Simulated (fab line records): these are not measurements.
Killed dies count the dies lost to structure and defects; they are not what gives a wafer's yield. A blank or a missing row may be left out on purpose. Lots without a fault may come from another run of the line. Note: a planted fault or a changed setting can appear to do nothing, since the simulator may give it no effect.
Comparing a struck lot with a sound one :: flow n5Finfet :: 42 out of 1938 route steps
Sound: these wafers, L384.1, L384.4, L384.5. The struck wafers were L398.1, L398.3, L398.6. The cause is named last.
Order at every step that has rows: each side's tool, ch and its chambers, its first start. Under that, the readings that differ: sound wafers :: struck wafers :: difference of the means :: sigmas: that difference in standard deviations of wafers without a fault.
alike: readings whose means differ by less than 2 such deviations, and words and numbers that are the same on both sides. not compared: withheld readings, readings that some wafer has no value for, bounds like >300 that may hide the same value, and numbers for which the record gives no deviation and whose values overlap.
Wherever a step has rows on one side only, a row that says differs or no value, or a row with sigmas, the two part there. Numbers that don't overlap but have no deviation are shown without sigmas and don't part them. A reading that every wafer of one side lacks parts them only if that side has two wafers or more.

first, 12 steps without rows for these wafers: N5_HKMG_FIN_STRIP_19 (strips in N2/H2, time 360 s); N5_HKMG_FIN_ALD_91 (deposits TiN, target thk 1 nm, pulse time 1 s, purge time 3 s); N5_HKMG_FIN_COAT_85 (time 60 s, resist thk 300 nm); N5_HKMG_FIN_ETCH_86 (etches SOC in N2/H2, stops on TiN, target depth 393.2 nm); N5_HKMG_FIN_STRIP_89 (strips SOC in N2/H2, time 20 s); N5_HKMG_FIN_WET_ETCH_87 (etches TiN in SC1, time 154.2 s, target depth 4.7 nm, rinse time 30 s); N5_HKMG_FIN_STRIP_88 (strips in N2/H2, time 360 s); N5_HKMG_FIN_NWFM_ALD_20 (deposits TiAlC, target thk 2 nm, pulse time 3 s, purge time 2 s); N5_HKMG_FIN_ALD_71 (deposits TiN, target thk 1 nm, pulse time 1 s, purge time 3 s); N5_HKMG_FIN_COAT_66 (time 60 s, resist thk 300 nm); N5_HKMG_FIN_ETCH_67 (etches SOC in N2/H2, stops on TiN, target depth 388.9 nm); N5_HKMG_FIN_STRIP_90 (strips SOC in N2/H2, time 20 s).
N5_HKMG_FIN_WET_ETCH_73: etches the open film in SC1, time 42.3 s, target depth 1.3 nm, rinse time 30 s.
  sound on wetBench-02 ch 0,5,6, day 5 23:56; struck on wetBench-02 ch 0,5,7, day 9 08:55
  alike: rinseTempC
then, 26 steps without rows for these wafers: N5_HKMG_FIN_ETCHBACK_68 (etches the open film in Cl2/Ar, stops on HfO2, target depth 0.5 nm); N5_HKMG_FIN_STRIP_69 (strips in N2/H2, time 360 s); N5_HKMG_FIN_ALD_21 (deposits TiN, target thk 1.5 nm, pulse time 1 s, purge time 3 s); N5_HKMG_FIN_ALD_72 (deposits W, target thk 2 nm, pulse time 1 s, purge time 2 s); N5_HKMG_FIN_W_FILL_22 (material W, target thk 60 nm, time 18.2 s); N5_HKMG_FIN_PRECLEAN_83 (cleans in DIW, time 57.5 s); N5_HKMG_FIN_SRD_84 (dry time 32 s); N5_HKMG_FIN_CMP_23 (polishes, stops on SiNx, t overpolish 10 s, target thk 46.326 nm); N5_HKMG_FIN_CMP_94 (polishes, stops on SiNx, t overpolish 4.7 s, target thk 43.299 nm); N5_GATE_CUT_ETCHBACK_00 (etches W in SF6/Cl2); N5_GATE_CUT_ETCH_56 (etches TiN in Cl2/Ar, target depth 21.6 nm); N5_GATE_CUT_ETCHBACK_30 (etches TiN in Cl2/Ar, target depth 3 nm); N5_GATE_CUT_VAPOR_ETCH_60 (etches HfO2 in BCl3/Cl2); N5_GATE_CUT_ETCH_58 (etches SiNx in CH3F/O2, target depth 17 nm, time 128.6 s); N5_GATE_CUT_STRIP_59 (strips in N2/H2, time 20 s); N5_GATE_CUT_PRECLEAN_31 (cleans in DIW, time 300 s); N5_GATE_CUT_SRD_32 (time 30 s); N5_GATE_CUT_SAC_CAP_01 (material SiNx, target thk 24 nm, pulse time 1 s, ald cycles 480); N5_GATE_CUT_PECVD_57 (deposits SiNx from SiH4/NH3/N2, target thk 21 nm); N5_GATE_CUT_CMP_02 (polishes, stops on SiO2, t overpolish 12.7 s, target thk 0 nm); N5_GATE_CUT_HM_DEP_46 (deposits SiO2 from TEOS/O2, target thk 130 nm, time 26.6 s); N5_GATE_CUT_COAT_34 (time 60 s, resist thk 60 nm); N5_GATE_CUT_COAT_35 (time 60 s, resist thk 10 nm); N5_GATE_CUT_COAT_27 (time 60 s, resist thk 10 nm); N5_GATE_CUT_COAT_07 (resist thk 30 nm); N5_GATE_CUT_EBR_09.
-- here the record skips 7 days between the struck wafers' starts before and after, leaving off in module GATE_CUT and picking up in module BEOL_M13 (first step shown: number 1692 of the route) --
N5_BEOL_M13_DESCUM_33: chemistry O2, time 7.9 s.
  sound on rieDiel-05 ch 0,1,2, day 13 03:51; struck on rieDiel-04 ch 0,2, day 16 14:27
reading: model.BEOL_M13.cdNm (nm)
sound: 211 211 211.6
struck: 201.6 200 200.6
difference: -10.5
sigmas: 
  alike: drypumpMotorCurrentA, oesProductAu, rfVppV, showerheadPlenumPTorr, throttleValvePct
  not compared: rfHoursCounterH
N5_BEOL_M13_ETCH_38: etches SiCN in CF4/N2, target depth 67.5 nm, time 71.9 s.
  sound on rieDiel-03 ch 0,1, day 13 07:49; struck on rieDiel-03 ch 0,1,3, day 16 15:34
reading: model.BEOL_M13.cdNm (nm)
sound: 214.4 211.4 211.8
struck: 202.6 200.8 201.2
difference: -11.0
sigmas: 
  alike: biasW, drypumpMotorCurrentA, oesProductAu, rfVppV, showerheadPlenumPTorr, throttleValvePct
  not compared: rfHoursCounterH
N5_BEOL_M15_RC_MEAS_101:
  sound on prober-01 ch 0, day 13 20:31; struck on prober-01 ch 0, day 17 07:07
reading: SERP_M10 (ohm/um)
sound: 2.93 2.97 2.93
struck: 3.18 3.07 3.18
difference: +0.20
sigmas: +2

reading: SERP_M11 (ohm/um)
sound: 2.89 3.00 3.00
struck: 3.27 3.18 3.20
difference: +0.25
sigmas: +2

reading: SERP_M11_max_site (ohm/um)
sound: 2.96 3.07 3.11
struck: 3.32 3.26 3.25
difference: +0.23
sigmas: +2

reading: SERP_M13 (ohm/um)
sound: 0.303 0.310 0.314
struck: 0.327 0.329 0.328
difference: +0.019
sigmas: +4

reading: SERP_M13_max_site (ohm/um)
sound: 0.306 0.313 0.316
struck: 0.330 0.332 0.331
difference: +0.019
sigmas: +4
  alike: COMB_M10, COMB_M11, COMB_M12, COMB_M13, COMB_M14, COMB_M15, COMB_M5, COMB_M6, COMB_M7, COMB_M7_max_site, COMB_M8, COMB_M9, SERP_M12, SERP_M14, SERP_M5, SERP_M6, SERP_M7, SERP_M8, SERP_M9

## WHERE THEY PART
Within this record, at N5_BEOL_M15_RC_MEAS_101 only.

WHY: the cause the simulator had injected
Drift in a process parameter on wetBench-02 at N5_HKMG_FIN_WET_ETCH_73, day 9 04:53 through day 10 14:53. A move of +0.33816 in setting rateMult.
